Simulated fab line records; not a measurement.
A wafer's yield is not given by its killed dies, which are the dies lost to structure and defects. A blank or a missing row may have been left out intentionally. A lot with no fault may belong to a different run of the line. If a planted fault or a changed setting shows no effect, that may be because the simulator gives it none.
What tool caused it?    flow nand_harc    17 wafers from 6 lots sampled at 3 of the route's 1302 steps

== WHAT THE GAUGES READ, wafer by wafer ==
NHARC_A_ONON_D1_THK_MEAS_18: measures by ellipsometry.
lot   measured      on             thk_nm (nm)
L407  day 9 18:57   film_metro-01  985 985 986
L410  day 11 06:20  film_metro-01  981 981 980
L414  day 12 17:47  film_metro-01  990 992 991
L417  day 14 02:43  film_metro-01  1540 995
L420  day 15 00:41  film_metro-01  1006 1007 1550
L425  day 17 07:31  film_metro-01  999 997 999

== WHAT TOOL EACH LOT RAN ON (gives the tool, then ch and the chambers of the sampled wafers, and finally the start) ==
lot   NHARC_P_M2_CMP_23              NHARC_A_ONON_D1_DEP_16
L407  cmp-04 ch 0,2, day 8 03:43     pecvd_onon-03 ch 0, day 9 18:26
L410  cmp-01 ch 2,3, day 9 15:08     pecvd_onon-03 ch 0, day 11 05:53
L414  cmp-02 ch 0,1,2, day 11 01:34  pecvd_onon-04 ch 0, day 12 17:17
L417  cmp-01 ch 2,3, day 12 11:06    pecvd_onon-03 ch 0, day 14 02:13
L420  cmp-01 ch 0,3, day 13 09:29    pecvd_onon-03 ch 0, day 15 00:14
L425  cmp-02 ch 0,2,3, day 15 14:49  pecvd_onon-04 ch 0, day 17 07:01
- NHARC_P_M2_CMP_23: polishes, t overpolish 20 s, target thk 144.3 nm.
- NHARC_A_ONON_D1_DEP_16: target thk 1000 nm.

== THE ANSWER, worked out from the rows above alone ==
Rule: the usual values come from the lots themselves. The widest of any qualifying gaps counts: lots, ordered by their means at a reading, are off when they make up no more than a third of the lots, leave a main group of 4 or more, and stand apart from it by 3 or more times the standard deviation of that group's means. The tables above print the reading to a certain number of digits; a main group whose means all agree to those digits is not used. A lot without any number at a reading at which 4 lots or more have one is off too. Any other lot the step has rows for is counted as sound.
Off: L417, L420 (NHARC_A_ONON_D1_THK_MEAS_18, thk_nm). The main group has a mean of 989 nm with a standard deviation of 6.6.
If a tool, at a process step before that reading, ran all the lots that are off and no sound lot after the first of them, it fits. Gauges at NHARC_A_ONON_D1_THK_MEAS_18: tried the same way as those tools. Can't be told from this: 2 tools fit, cmp-01 at NHARC_P_M2_CMP_23, pecvd_onon-03 at NHARC_A_ONON_D1_DEP_16.

== WHAT THE SIMULATOR HAD INSERTED ==
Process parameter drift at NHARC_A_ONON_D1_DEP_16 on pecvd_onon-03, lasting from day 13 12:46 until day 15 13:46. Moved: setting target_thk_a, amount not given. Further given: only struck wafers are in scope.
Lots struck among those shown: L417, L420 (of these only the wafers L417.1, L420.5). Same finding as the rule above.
